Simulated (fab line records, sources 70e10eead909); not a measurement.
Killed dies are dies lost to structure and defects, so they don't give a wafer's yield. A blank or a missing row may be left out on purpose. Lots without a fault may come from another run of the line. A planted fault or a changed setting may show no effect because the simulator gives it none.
One fault seen from 2 desks | flow nand_harc | each desk has only its own numbers; what lay behind them comes last

THE METROLOGY DESK
What the gauges read, lot by lot, whatever tool the lot ran on: means of the sampled wafers that have a number. A lot is out of limits, marked OUT, if its mean lies more than 4 standard deviations from the usual mean; the brackets give that distance.
Columns: A = overlay_x_nm at NHARC_A_CHANNEL_HOLE_D1_OVL_MEAS_11, usual 0.0 nm; B = overlay_y_nm at NHARC_A_CHANNEL_HOLE_D1_OVL_MEAS_11, usual 0.1 nm
lot  | first seen here | A    | B
L278 | day 9 06:46     | 1.0  | 1.0
L280 | day 10 01:14    | 0.7  | 0.2
L282 | day 10 19:19    | 1.0  | 0.0
L284 | day 11 16:23    | -0.2 | -0.3
L285 | day 12 03:03    | -0.3 | 0.4
L287 | day 13 01:47    | -1.4 | -0.7
L288 | day 13 08:56    | -0.2 | -0.1
L289 | day 14 09:38    | 0.9  | 0.5
L291 | day 14 11:16    | -0.8 | 0.3
L297 | day 16 21:34    | 0.9  | -0.4
L298 | day 17 06:43    | -0.8 | 0.3
L299 | day 18 06:13    | 0.7  | 0.5
This desk's finding: nothing out of limits on any of the 12 lots.

THE DEFECT DESK
What the inspections along the route counted, lot by lot: means of the sampled wafers that have a number. A lot is out of limits, marked OUT, if its mean lies more than 4 standard deviations from the usual mean; the brackets give that distance.
Columns: A = raw_defect_count at NHARC_A_CHANNEL_HOLE_D1_INSPECT_40, usual 72
lot  | first seen here | A
L278 | day 9 16:30     | 122
L280 | day 10 08:15    | 94
L282 | day 11 03:17    | 48
L284 | day 12 09:24    | 88
L285 | day 12 13:40    | 93
L287 | day 13 09:09    | 103
L288 | day 13 15:55    | 1302 (+42) OUT
L289 | day 14 16:46    | 1308 (+43) OUT
L291 | day 14 20:57    | 1307 (+43) OUT
L297 | day 17 14:39    | 63
L298 | day 17 18:52    | 74
L299 | day 18 13:38    | 46
This desk's finding: out of limits on L288, L289, L291; first on L288, day 13 15:55 (raw_defect_count at NHARC_A_CHANNEL_HOLE_D1_INSPECT_40). In limits: L278, L280, L282, L284, L285, L287, L297, L298, L299.

PUT TOGETHER
The defect desk could have raised an alarm at day 13 15:55, on L288, L289, L291.
The metrology desk saw nothing out of limits.
The metrology desk has L288, L289, L291 on record, within its limits.
Of the lots named, all ran NHARC_A_CHANNEL_HOLE_D1_STRIP_41 on rie_diel-01.

WHAT THE SIMULATOR HAD PUT IN
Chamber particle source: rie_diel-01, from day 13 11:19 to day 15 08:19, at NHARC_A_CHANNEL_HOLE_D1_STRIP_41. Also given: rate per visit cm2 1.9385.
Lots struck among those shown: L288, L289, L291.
Hours from the fault's start to each desk's first reading out of limits: the defect desk, 5.
